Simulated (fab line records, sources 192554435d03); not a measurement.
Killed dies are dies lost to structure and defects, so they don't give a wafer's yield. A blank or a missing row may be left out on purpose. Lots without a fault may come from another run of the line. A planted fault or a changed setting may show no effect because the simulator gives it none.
Chamber matching | flow n5_finfet | N5_FIN_SAQP_MANDREL2_REMOVE_60 on rie_si-04: 4 sister chambers
The step chemistry HBr/Cl2/O2, target a-Si, stops on SiNx, bt time 10 s. 4 wafers are shown with their chamber, then 12 later ones without.

WAFERS WITH THEIR CHAMBER
wafer  | chamber | drypump_motor_current_A (A)
L084.1 | 3       | 5.7
L085.5 | 2       | 6.4
L086.3 | 0       | 5.4
L086.6 | 1       | 5.1

WAFERS WITHOUT THEIR CHAMBER
wafer  | drypump_motor_current_A (A)
L090.2 | 5.4
L090.3 | 6.4
L090.6 | 6.4
L091.1 | 6.4
L091.2 | 5.7
L091.3 | 5.0
L091.4 | 5.1
L091.5 | 6.4
L091.6 | 5.7
L096.2 | 5.7
L096.3 | 5.0
L096.5 | 5.1

WHICH CHAMBER EACH WENT THROUGH
wafer  | from the rows above | in truth
L090.2 | 0                   | 0
L090.3 | 2                   | 2
L090.6 | 2                   | 2
L091.1 | 2                   | 2
L091.2 | 3                   | 3
L091.3 | 1                   | 1
L091.4 | 1                   | 1
L091.5 | 2                   | 2
L091.6 | 3                   | 3
L096.2 | 3                   | 3
L096.3 | 1                   | 1
L096.5 | 1                   | 1
Placed correctly: 12 of 12. Can't be placed from these rows: 0. Placed wrongly: 0.
How it was worked out, from the rows above alone: a wafer's distance from a chamber is the root of the sum, over the readings, of the square of ((its reading less the chamber's mean) divided by the reading's scatter). The wafer belongs to the nearest chamber; if the next one is less than 2 further off, it can't be placed. A chamber's mean is the mean of its shown wafers. The scatter: with one shown wafer a chamber, the root of the mean of the squares of how far each hidden wafer lies from its nearest shown one.
